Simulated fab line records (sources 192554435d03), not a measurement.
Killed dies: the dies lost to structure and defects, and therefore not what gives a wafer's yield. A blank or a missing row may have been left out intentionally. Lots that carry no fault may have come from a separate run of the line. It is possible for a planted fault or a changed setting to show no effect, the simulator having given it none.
What tool caused it? || flow n5_finfet || 11 lots, 28 wafers sampled, at 4 steps of a route of 1938

WHAT THE GAUGES SHOWED, per wafer
N5_BEOL_M4_THK_MEAS_01.
{"lot": "L319", "measured": "day 8 07:19", "on": "film_metro-01", "M4_ILD_THK (nm)": "77.4 79.3 79.5"}
{"lot": "L321", "measured": "day 8 12:48", "on": "film_metro-02", "M4_ILD_THK (nm)": "77.9 80.0 80.6"}
{"lot": "L322", "measured": "day 8 14:18", "on": "film_metro-01", "M4_ILD_THK (nm)": "125.8 124.5 78.4"}
{"lot": "L324", "measured": "day 9 09:46", "on": "film_metro-01", "M4_ILD_THK (nm)": "127.6 81.3"}
{"lot": "L327", "measured": "day 9 21:28", "on": "film_metro-02", "M4_ILD_THK (nm)": "125.8 80.4"}
{"lot": "L333", "measured": "day 11 12:21", "on": "film_metro-01", "M4_ILD_THK (nm)": "79.7 81.3 80.9"}
{"lot": "L335", "measured": "day 13 08:19", "on": "film_metro-02", "M4_ILD_THK (nm)": "79.5 80.8"}
{"lot": "L337", "measured": "day 13 10:15", "on": "film_metro-02", "M4_ILD_THK (nm)": "78.9 79.8"}
{"lot": "L338", "measured": "day 13 14:05", "on": "film_metro-01", "M4_ILD_THK (nm)": "79.3 79.9 82.2"}
{"lot": "L339", "measured": "day 13 16:48", "on": "film_metro-01", "M4_ILD_THK (nm)": "79.2 78.3 80.9"}
{"lot": "L341", "measured": "day 14 02:23", "on": "film_metro-02", "M4_ILD_THK (nm)": "77.4 77.9"}

TOOL THAT RAN EACH LOT (tool first, then ch and the chambers of the sampled wafers, then the start)
{"lot": "L319", "N5_BEOL_M3_SPUTTER_92": "pvd_sputter-03, day 8 05:42", "N5_BEOL_M3_SPUTTER_94": "pvd_sputter-03, day 8 05:55", "N5_BEOL_M4_ILD_DEP_00": "pecvd-03 ch 0,1, day 8 07:15"}
{"lot": "L321", "N5_BEOL_M3_SPUTTER_92": "pvd_sputter-03, day 8 10:37", "N5_BEOL_M3_SPUTTER_94": "pvd_sputter-03, day 8 10:50", "N5_BEOL_M4_ILD_DEP_00": "pecvd-01 ch 0,1,2, day 8 12:44"}
{"lot": "L322", "N5_BEOL_M3_SPUTTER_92": "pvd_sputter-01, day 8 12:35", "N5_BEOL_M3_SPUTTER_94": "pvd_sputter-01, day 8 12:48", "N5_BEOL_M4_ILD_DEP_00": "pecvd-03 ch 0,1, day 8 14:14"}
{"lot": "L324", "N5_BEOL_M3_SPUTTER_92": "pvd_sputter-01, day 9 07:26", "N5_BEOL_M3_SPUTTER_94": "pvd_sputter-01, day 9 07:40", "N5_BEOL_M4_ILD_DEP_00": "pecvd-03 ch 2, day 9 09:42"}
{"lot": "L327", "N5_BEOL_M3_SPUTTER_92": "pvd_sputter-01, day 9 19:51", "N5_BEOL_M3_SPUTTER_94": "pvd_sputter-01, day 9 20:04", "N5_BEOL_M4_ILD_DEP_00": "pecvd-03 ch 1, day 9 21:24"}
{"lot": "L333", "N5_BEOL_M3_SPUTTER_92": "pvd_sputter-01, day 11 10:28", "N5_BEOL_M3_SPUTTER_94": "pvd_sputter-01, day 11 10:41", "N5_BEOL_M4_ILD_DEP_00": "pecvd-01 ch 0,2, day 11 12:16"}
{"lot": "L335", "N5_BEOL_M3_SPUTTER_92": "pvd_sputter-02, day 13 06:41", "N5_BEOL_M3_SPUTTER_94": "pvd_sputter-02, day 13 06:55", "N5_BEOL_M4_ILD_DEP_00": "pecvd-03 ch 1, day 13 08:14"}
{"lot": "L337", "N5_BEOL_M3_SPUTTER_92": "pvd_sputter-02, day 13 08:37", "N5_BEOL_M3_SPUTTER_94": "pvd_sputter-02, day 13 08:50", "N5_BEOL_M4_ILD_DEP_00": "pecvd-03 ch 0,2, day 13 10:11"}
{"lot": "L338", "N5_BEOL_M3_SPUTTER_92": "pvd_sputter-02, day 13 12:25", "N5_BEOL_M3_SPUTTER_94": "pvd_sputter-02, day 13 12:38", "N5_BEOL_M4_ILD_DEP_00": "pecvd-03 ch 0,1, day 13 14:01"}
{"lot": "L339", "N5_BEOL_M3_SPUTTER_92": "pvd_sputter-01, day 13 15:10", "N5_BEOL_M3_SPUTTER_94": "pvd_sputter-01, day 13 15:23", "N5_BEOL_M4_ILD_DEP_00": "pecvd-03 ch 0,1, day 13 16:44"}
{"lot": "L341", "N5_BEOL_M3_SPUTTER_92": "pvd_sputter-01, day 14 00:46", "N5_BEOL_M3_SPUTTER_94": "pvd_sputter-01, day 14 00:59", "N5_BEOL_M4_ILD_DEP_00": "pecvd-02 ch 0,1, day 14 02:19"}
- N5_BEOL_M3_SPUTTER_92: material Cu, target thk 4.5 nm, time 8.29 s.
- N5_BEOL_M3_SPUTTER_94: material Cu, target thk 4.5 nm, time 8.29 s.
- N5_BEOL_M4_ILD_DEP_00: deposits SiOC from DEMS/O2, target thk 79 nm, time 15.3 s.

THE ANSWER, worked out from the rows above alone
Rule: usual is defined by the lots themselves. Put in order of their means at a reading, lots are off if they are a third of the lots or fewer, leave a main group of 4 or more, and stand apart from it by a gap of 3 or more times the standard deviation of the main group's means; of several such gaps the widest counts. The tables above print the reading to a certain number of digits; a main group whose means all agree to those digits is not used. A lot without any number at a reading at which 4 lots or more have one is off too. Where the step has rows for the other lots, those lots are counted as sound.
Off: L322, L324, L327, seen at N5_BEOL_M4_THK_MEAS_01 (M4_ILD_THK). The main group: mean 79.5 nm, standard deviation 0.91.
If a tool, at a process step before that reading, ran all the lots that are off and no sound lot after the first of them, it fits. Gauges at N5_BEOL_M4_THK_MEAS_01: tried the same way as those tools. Not one of the candidates tried fits.

WHAT HAD BEEN PUT IN BY THE SIMULATOR
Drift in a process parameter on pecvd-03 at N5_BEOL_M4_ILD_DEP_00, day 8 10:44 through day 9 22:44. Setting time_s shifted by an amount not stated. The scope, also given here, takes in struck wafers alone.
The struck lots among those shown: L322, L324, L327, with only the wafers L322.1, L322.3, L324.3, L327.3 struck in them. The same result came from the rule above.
